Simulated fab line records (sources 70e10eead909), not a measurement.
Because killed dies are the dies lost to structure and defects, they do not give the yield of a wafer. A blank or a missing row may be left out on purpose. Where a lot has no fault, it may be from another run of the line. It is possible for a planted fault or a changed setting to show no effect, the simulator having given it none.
Struck lot and sound lot, side by side -- flow nand-harc -- 15 steps out of a route of 1159
Sound: the wafers L826.3, L826.4, L826.5. Struck: wafer L836.4; the same lot's L836.3 was not struck, so it is left out; see the end for the cause.
Each step with rows lists, per side, the tool, then ch with its chambers, then its first start. Under that, the readings that differ: sound wafers -- struck wafers -- difference of the means -- sigmas: that difference in standard deviations of wafers without a fault.
alike: readings whose means differ by less than 2 such deviations, and words and numbers that are the same on both sides. not compared: withheld readings, readings that some wafer has no value for, bounds like >300 that may hide the same value, and numbers for which the record gives no deviation and whose values overlap.
Wherever a step has rows on one side only, a row that says differs or no value, or a row with sigmas, the two part there. Non-overlapping numbers with no deviation appear without sigmas and do not part them. Lack of a reading on every wafer of one side parts them only where that side has two or more wafers.

first, 7 steps without rows for these wafers: NHARC_A_BLC_COAT_03 (time 65 s); NHARC_A_BLC_COAT_04 (resist thk 90 nm); NHARC_A_BLC_SOFTBAKE_05 (time 55 s); NHARC_A_BLC_EBR_06; NHARC_A_BLC_EXPOSE_07 (exposes mask A BLC, target cd 100 nm); NHARC_A_BLC_PEB_08 (peb time 65 s); NHARC_A_BLC_DEVELOP_09 (develop time 35 s).
NHARC_A_BLC_CD_MEAS_10: the cd target is 100 nm.
  sound on cd-sem-03 ch 0, day 19 00:11; struck on cd-sem-01 ch 0, day 21 18:20
  alike: cd-nm
NHARC_A_BLC_OVL_MEAS_11:
  sound: overlay-01 at day 19 00:16; struck: overlay-01 at day 21 18:25
  alike: overlay-x-nm, overlay-y-nm
NHARC_A_BLC_INSPECT_12:
  sound: defect-inspect-02 at day 19 00:18; struck: defect-inspect-02 at day 21 18:27
  alike: raw-defect-count
NHARC_A_BLC_DESCUM_15: chemistry O2, time 3 s.
  sound on rie-diel-01 ch 1,3, day 19 00:22; struck on rie-diel-11 ch 3, day 21 18:31
  alike: drypump-motor-current-A, oes-product-au, rf-vpp-V, showerhead-plenum-p-Torr, throttle-valve-pct
  not compared: rf-hours-counter-h
NHARC_A_BLC_ETCH_16: etches the open film in CF4, target depth 39 nm, time 65 s.
  sound on rie-diel-01 ch 0,2,3, day 19 00:28; struck on rie-diel-11 ch 3, day 21 18:36
  alike: bias-w, drypump-motor-current-A, oes-product-au, rf-vpp-V, run-length-s, showerhead-plenum-p-Torr, throttle-valve-pct
  not compared: rf-hours-counter-h
NHARC_A_BLC_ETCH_17: etches the open film in N2/H2, target depth 390 nm, time 609.38 s.
  sound on rie-diel-01 ch 0,1, day 19 00:32; struck on rie-diel-11 ch 1, day 21 18:46
reading,sound,struck,difference,sigmas
run-length-s (s),630.5 631.3 631.6,510.5,-120.6,-99 or more
  alike: drypump-motor-current-A, oes-product-au, rf-vpp-V, showerhead-plenum-p-Torr, throttle-valve-pct
  not compared: bias-w, rf-hours-counter-h
NHARC_A_BLC_ETCH_18: etches the open film in C4F8/O2/Ar, target depth 910 nm.
  sound on rie-diel-01 ch 0,2; struck on rie-diel-11 ch 0
reading,sound,struck,difference,sigmas
rf-vpp-V (V),984 986 982,974,-10,-2
  alike: bias-w, oes-product-au
  not compared: rf-hours-counter-h
-- break in the record here, with 2 days between the starts of the struck wafers on either side (left off in module A_BLC, picked up again in module END, where the first step shown is number 1159 on the route) --
NHARC_END_SORT_01:
  only the struck wafers appear in the record here, on prober-01 ch 0 at day 24 02:44; the sound ones have no rows

## WHERE THEY PART
At NHARC_A_BLC_ETCH_17 first; at NHARC_END_SORT_01 last (within this record only).

WHY: whatever the simulator had introduced
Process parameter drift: rie-diel-11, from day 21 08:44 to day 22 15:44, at NHARC_A_BLC_ETCH_17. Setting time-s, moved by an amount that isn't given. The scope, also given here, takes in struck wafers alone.
